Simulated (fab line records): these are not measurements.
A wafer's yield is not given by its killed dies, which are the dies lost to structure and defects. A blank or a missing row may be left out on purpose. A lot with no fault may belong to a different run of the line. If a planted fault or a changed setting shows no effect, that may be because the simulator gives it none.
Chamber matching :: flow n5 finfet :: N5_MIM_TOP_ETCH_STRIP_01 on rie diel-05 has 4 sister chambers
The step strips in O2. 4 wafers are shown with their chamber, then 11 later ones without.

## WAFERS, EACH WITH ITS CHAMBER
wafer: L080.5
chamber: 2
showerhead plenum p Torr (Torr): 2.23

wafer: L084.2
chamber: 3
showerhead plenum p Torr (Torr): 1.98

wafer: L084.6
chamber: 0
showerhead plenum p Torr (Torr): 2.02

wafer: L085.3
chamber: 1
showerhead plenum p Torr (Torr): 2.16

## WAFERS WITHOUT THEIR CHAMBER
wafer: L085.4
showerhead plenum p Torr (Torr): 2.02

wafer: L085.5
showerhead plenum p Torr (Torr): 2.16

wafer: L089.1
showerhead plenum p Torr (Torr): 1.98

wafer: L089.2
showerhead plenum p Torr (Torr): 2.15

wafer: L089.4
showerhead plenum p Torr (Torr): 2.02

wafer: L096.1
showerhead plenum p Torr (Torr): 2.22

wafer: L096.2
showerhead plenum p Torr (Torr): 2.02

wafer: L096.5
showerhead plenum p Torr (Torr): 2.24

wafer: L097.2
showerhead plenum p Torr (Torr): 2.22

wafer: L097.3
showerhead plenum p Torr (Torr): 2.02

wafer: L097.4
showerhead plenum p Torr (Torr): 2.15

## EACH ONE'S CHAMBER
wafer: L085.4
from the rows above: 0
in truth: 0

wafer: L085.5
from the rows above: 1
in truth: 1

wafer: L089.1
from the rows above: 3
in truth: 3

wafer: L089.2
from the rows above: 1
in truth: 1

wafer: L089.4
from the rows above: 0
in truth: 0

wafer: L096.1
from the rows above: 2
in truth: 2

wafer: L096.2
from the rows above: 0
in truth: 0

wafer: L096.5
from the rows above: 2
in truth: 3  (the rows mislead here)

wafer: L097.2
from the rows above: 2
in truth: 2

wafer: L097.3
from the rows above: 0
in truth: 0

wafer: L097.4
from the rows above: 1
in truth: 1
Correctly placed: 10 of 11. Can't be placed from these rows: 0. 1 placed wrongly.
How it was worked out, from the rows above alone: a wafer's distance from a chamber is the root of the sum, over the readings, of the square of ((its reading less the chamber's mean) divided by the reading's scatter). If the next closest chamber is less than 2 further off than the closest, the wafer can't be placed; otherwise it belongs to the closest. Each chamber's mean is taken over the wafers shown for it. The scatter: root of mean squared gap, hidden wafer to nearest shown wafer, with one shown wafer a chamber.
